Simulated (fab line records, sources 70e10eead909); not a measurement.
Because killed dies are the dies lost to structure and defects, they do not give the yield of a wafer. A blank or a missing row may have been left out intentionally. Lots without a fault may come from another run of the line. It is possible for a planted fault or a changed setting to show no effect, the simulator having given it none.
Problem report, 8D (eight disciplines) form, completed by code / flow nand harc / the parts of the form that need people (team, actions taken, sign-off) are left out

## 1. THE ISSUE
thk nm at NHARC_A_ONON_D1_THK_MEAS_05 reads a mean of 1796 nm on 1 wafer of 1 lot; wafers without a fault read 1000 nm with a standard deviation of 10. That puts it +80 standard deviations away from the usual mean.
The step: measures by ellipsometry.
First seen on wafer L708.6, day 13 16:20, on film metro-02. Wafers with a number at this step in the record: 38, from 13 lots. By rule, "out" or "out of limits" means more than 4 standard deviations away from the usual mean. The other wafers with a number count as sound.

## 2. WHAT THIS IS AND IS NOT
question=which readings at this step | is=thk nm | is not=-
question=which lots | is=L708 | is not=L693, L694, L695, L696, L697, L698, L699, L700, L701, L713, L715, L716
question=which wafers of those lots | is=L708.6 | is not=L708.5
question=read on which gauges | is=film metro-02 | is not=film metro-01
question=when | is=from day 13 16:20 | is not=up to then (28 sound wafers); but 9 sound wafers of L713, L715, L716 came after

## 3. WHAT RULES OUT EACH SUSPECT
Counting: if a tool at a process step up to the reading ran every lot that is out, it stays a suspect. Sound lots after the first of them don't rule it out here, since some wafers of a struck lot are sound.
- the gauge at NHARC_A_ONON_D1_THK_MEAS_05 is ruled out. All the wafers that are out were read on film metro-02, but those of them that NHARC_END_SORT_01 has rows for are out there too, on other tools.
- pecvd onon-03 at NHARC_A_ONON_D1_DEP_03 (target thk 1000 nm): kept. The lot that is out, L708, ran on it at day 13 16:03; the last sound lot it ran before that was L698, at day 9 20:30.
Left after counting: pecvd onon-03 at NHARC_A_ONON_D1_DEP_03.

## 4. THE CAUSE (what the simulator had put in)
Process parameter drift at NHARC_A_ONON_D1_DEP_03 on pecvd onon-03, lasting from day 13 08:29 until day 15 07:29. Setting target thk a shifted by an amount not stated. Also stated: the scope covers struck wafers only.
Counting left only this tool.

## 5. THE CHAIN OF EFFECTS, in route order
One row per reading whose mean, taken over the struck wafers that have a number, lies over 3 standard deviations from the usual. Readings are gone through only where the record gives a usual standard deviation; hours: the median, over the lots, of the time from a lot's start at the first step in this table giving one to that lot's start at this step; sigmas: the change measured in usual standard deviations.
hours=0; step=NHARC_A_ONON_D1_THK_MEAS_05; reading=thk nm; usual=1000 nm; on struck wafers=1796; change=+796; sigmas=+80
hours=410; step=NHARC_END_SORT_01; reading=killed at array; usual=61; on struck wafers=673; change=+612; sigmas=+24
hours=410; step=NHARC_END_SORT_01; reading=killed dies; usual=66; on struck wafers=677; change=+611; sigmas=+24

## 6. WHAT WOULD HAVE CAUGHT IT SOONER
Counted from the fault's start at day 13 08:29, it took 8 hours until the first out-of-limits reading at a measuring or inspecting step in this record, taken at day 13 16:20.
Tool readings at NHARC_A_ONON_D1_DEP_03 with a usual standard deviation given in the record: none out on any struck wafer, hence no alarm at a limit of 4 standard deviations on them.
All the lots that are out (1) had begun NHARC_A_ONON_D1_DEP_03 on pecvd onon-03 by day 13 16:20. A hold on the tool at that time would have spared none of them.
